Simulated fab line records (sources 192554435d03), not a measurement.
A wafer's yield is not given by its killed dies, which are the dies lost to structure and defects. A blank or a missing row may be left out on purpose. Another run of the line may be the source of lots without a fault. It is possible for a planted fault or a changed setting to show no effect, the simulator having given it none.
Matching of chambers | flow n5 finfet | ald metal-04 running N5_HKMG_FIN_ALD_71: 4 sister chambers
The step deposits TiN, target thk 1 nm, pulse time 1 s, purge time 3 s. 4 wafers are shown with their chamber, then 11 later ones without.

EACH WAFER AND ITS CHAMBER
wafer  | chamber | heater power w (W)
L091.2 | 1       | 792
L091.3 | 0       | 929
L091.6 | 3       | 1003
L092.2 | 2       | 813

WAFERS MISSING THEIR CHAMBER
wafer  | heater power w (W)
L092.4 | 1007
L092.5 | 965
L093.1 | 785
L093.2 | 983
L093.3 | 811
L093.4 | 968
L093.5 | 970
L093.6 | 778
L096.1 | 778
L096.4 | 760
L096.6 | 983

EACH ONE'S CHAMBER
wafer  | from the rows above     | in truth
L092.4 | 3                       | 3
L092.5 | can't be placed: 0 or 3 | 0
L093.1 | can't be placed: 1 or 2 | 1
L093.2 | can't be placed: 3 or 0 | 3
L093.3 | can't be placed: 2 or 1 | 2
L093.4 | can't be placed: 3 or 0 | 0
L093.5 | can't be placed: 3 or 0 | 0
L093.6 | can't be placed: 1 or 2 | 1
L096.1 | can't be placed: 1 or 2 | 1
L096.4 | can't be placed: 1 or 2 | 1
L096.6 | can't be placed: 3 or 0 | 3
Correct placement for 1 of the 11. Cannot be placed on the basis of these rows: 10; the candidates contain the true chamber in 10. Wrongly placed: 0.
How it was worked out, from the rows above alone: a wafer's distance from a chamber is the root of the sum, over the readings, of the square of ((its reading less the chamber's mean) divided by the reading's scatter). The wafer belongs to the nearest chamber; if the next one is less than 2 further off, it can't be placed. A chamber's mean is the mean of its shown wafers. The scatter: with one shown wafer a chamber, the root of the mean of the squares of how far each hidden wafer lies from its nearest shown one.
